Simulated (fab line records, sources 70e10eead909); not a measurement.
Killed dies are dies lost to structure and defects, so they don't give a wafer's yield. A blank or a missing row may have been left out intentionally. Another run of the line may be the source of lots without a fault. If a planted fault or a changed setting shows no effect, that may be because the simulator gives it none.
Matching of chambers / flow nand harc / 4 sister chambers for NHARC_P_GATE_DESCUM_48 on rie diel-08
The step chemistry O2, time 3 s. 16 wafers are shown with their chamber, then 8 later ones without.

== WAFERS, EACH WITH ITS CHAMBER ==
wafer=L075.1; chamber=3; showerhead plenum p Torr (Torr)=2.00; drypump motor current A (A)=6.0; rf vpp V (V)=58.8
wafer=L075.2; chamber=0; showerhead plenum p Torr (Torr)=1.98; drypump motor current A (A)=5.5; rf vpp V (V)=58.2
wafer=L075.4; chamber=1; showerhead plenum p Torr (Torr)=1.89; drypump motor current A (A)=5.2; rf vpp V (V)=58.1
wafer=L078.2; chamber=2; showerhead plenum p Torr (Torr)=1.78; drypump motor current A (A)=5.6; rf vpp V (V)=57.8
wafer=L078.4; chamber=3; showerhead plenum p Torr (Torr)=2.00; drypump motor current A (A)=6.0; rf vpp V (V)=58.8
wafer=L078.5; chamber=2; showerhead plenum p Torr (Torr)=1.78; drypump motor current A (A)=5.6; rf vpp V (V)=55.8
wafer=L083.1; chamber=2; showerhead plenum p Torr (Torr)=1.78; drypump motor current A (A)=5.6; rf vpp V (V)=56.9
wafer=L083.2; chamber=3; showerhead plenum p Torr (Torr)=1.99; drypump motor current A (A)=6.0; rf vpp V (V)=57.8
wafer=L083.5; chamber=2; showerhead plenum p Torr (Torr)=1.78; drypump motor current A (A)=5.6; rf vpp V (V)=57.7
wafer=L084.1; chamber=1; showerhead plenum p Torr (Torr)=1.88; drypump motor current A (A)=5.2; rf vpp V (V)=59.1
wafer=L084.2; chamber=0; showerhead plenum p Torr (Torr)=1.97; drypump motor current A (A)=5.6; rf vpp V (V)=58.4
wafer=L084.5; chamber=1; showerhead plenum p Torr (Torr)=1.88; drypump motor current A (A)=5.2; rf vpp V (V)=56.7
wafer=L087.1; chamber=2; showerhead plenum p Torr (Torr)=1.78; drypump motor current A (A)=5.6; rf vpp V (V)=57.4
wafer=L087.2; chamber=0; showerhead plenum p Torr (Torr)=1.97; drypump motor current A (A)=5.5; rf vpp V (V)=57.7
wafer=L087.3; chamber=1; showerhead plenum p Torr (Torr)=1.88; drypump motor current A (A)=5.2; rf vpp V (V)=58.3
wafer=L094.1; chamber=2; showerhead plenum p Torr (Torr)=1.77; drypump motor current A (A)=5.7; rf vpp V (V)=57.4

SIGNATURES (means of the wafers above)
reading=showerhead plenum p Torr; chamber 0=1.9733; chamber 1=1.8825; chamber 2=1.7783; chamber 3=1.9967; scatter within a chamber=0.00493
reading=drypump motor current A; chamber 0=5.533; chamber 1=5.200; chamber 2=5.617; chamber 3=6.000; scatter within a chamber=0.0354
reading=rf vpp V; chamber 0=58.100; chamber 1=58.050; chamber 2=57.167; chamber 3=58.467; scatter within a chamber=0.744
Rule: for a wafer and a chamber, the distance is found by dividing, reading by reading, the gap between the wafer's reading and the chamber's mean by the reading's scatter, squaring, summing and taking the root. If the next closest chamber is less than 2 further off than the closest, the wafer can't be placed; otherwise it belongs to the closest. The scatter: take each reading less its chamber's mean, square it, sum over the shown wafers, divide by the number of wafers less the number of chambers, and take the root.

== WAFERS WITH NO CHAMBER GIVEN ==
wafer=L094.4; showerhead plenum p Torr (Torr)=1.98; drypump motor current A (A)=6.0; rf vpp V (V)=56.8
wafer=L094.6; showerhead plenum p Torr (Torr)=1.77; drypump motor current A (A)=5.6; rf vpp V (V)=58.2
wafer=L096.1; showerhead plenum p Torr (Torr)=1.77; drypump motor current A (A)=5.6; rf vpp V (V)=57.1
wafer=L096.4; showerhead plenum p Torr (Torr)=1.98; drypump motor current A (A)=6.0; rf vpp V (V)=56.8
wafer=L096.6; showerhead plenum p Torr (Torr)=1.96; drypump motor current A (A)=5.5; rf vpp V (V)=57.7
wafer=L097.1; showerhead plenum p Torr (Torr)=1.77; drypump motor current A (A)=5.6; rf vpp V (V)=58.2
wafer=L097.4; showerhead plenum p Torr (Torr)=1.96; drypump motor current A (A)=5.5; rf vpp V (V)=58.3
wafer=L097.6; showerhead plenum p Torr (Torr)=1.98; drypump motor current A (A)=6.0; rf vpp V (V)=58.3

== WHICH CHAMBER EACH WENT THROUGH ==
wafer=L094.4; from the rows above=3; in truth=3
wafer=L094.6; from the rows above=2; in truth=2
wafer=L096.1; from the rows above=2; in truth=2
wafer=L096.4; from the rows above=3; in truth=3
wafer=L096.6; from the rows above=0; in truth=0
wafer=L097.1; from the rows above=2; in truth=2
wafer=L097.4; from the rows above=0; in truth=0
wafer=L097.6; from the rows above=3; in truth=3
8 of 8 placed correctly. Not placeable from these rows: 0. Number placed wrongly: 0.
